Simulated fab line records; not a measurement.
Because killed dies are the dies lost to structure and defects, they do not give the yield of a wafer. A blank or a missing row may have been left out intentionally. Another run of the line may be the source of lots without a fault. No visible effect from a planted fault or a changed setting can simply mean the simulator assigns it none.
Chamber matching -- flow nand harc -- 4 sister chambers for NHARC_A_STAIRCASE_CMP_450 on cmp-02
The step polishes SiO2, target thk 200 nm. 8 wafers are shown with their chamber, then 10 later ones without.

WAFERS, EACH WITH ITS CHAMBER
wafer,chamber,motor current A (A)
L089.2,1,12.3
L090.1,2,11.1
L090.2,1,12.5
L090.6,3,12.8
L090.3,3,11.8
L090.5,2,11.6
L091.2,0,11.5
L091.5,0,11.9

WAFERS WITH NO CHAMBER GIVEN
wafer,motor current A (A)
L091.6,12.5
L094.2,10.9
L094.3,12.3
L094.5,11.7
L094.1,12.5
L094.4,13.0
L094.6,13.1
L096.1,10.6
L096.3,12.4
L096.5,10.8

EACH ONE'S CHAMBER
wafer,from the rows above,in truth
L091.6,can't be placed: 1 or 3 or 0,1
L094.2,can't be placed: 2 or 0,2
L094.3,can't be placed: 3 or 1 or 0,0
L094.5,can't be placed: 0 or 2 or 3 or 1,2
L094.1,can't be placed: 1 or 3 or 0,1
L094.4,can't be placed: 1 or 3 or 0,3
L094.6,can't be placed: 1 or 3 or 0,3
L096.1,can't be placed: 2 or 0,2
L096.3,can't be placed: 1 or 3 or 0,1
L096.5,can't be placed: 2 or 0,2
Correct placement for 0 of the 10. Unplaceable from these rows: 10, with the true chamber sitting among the candidates in 10. Number placed wrongly: 0.
How it was worked out, from the rows above alone: a wafer's distance from a chamber is the root of the sum, over the readings, of the square of ((its reading less the chamber's mean) divided by the reading's scatter). The wafer belongs to the nearest chamber; if the next one is less than 2 further off, it can't be placed. A chamber's mean is the mean of its shown wafers. The scatter: take each reading less its chamber's mean, square it, sum over the shown wafers, divide by the number of wafers less the number of chambers, and take the root.
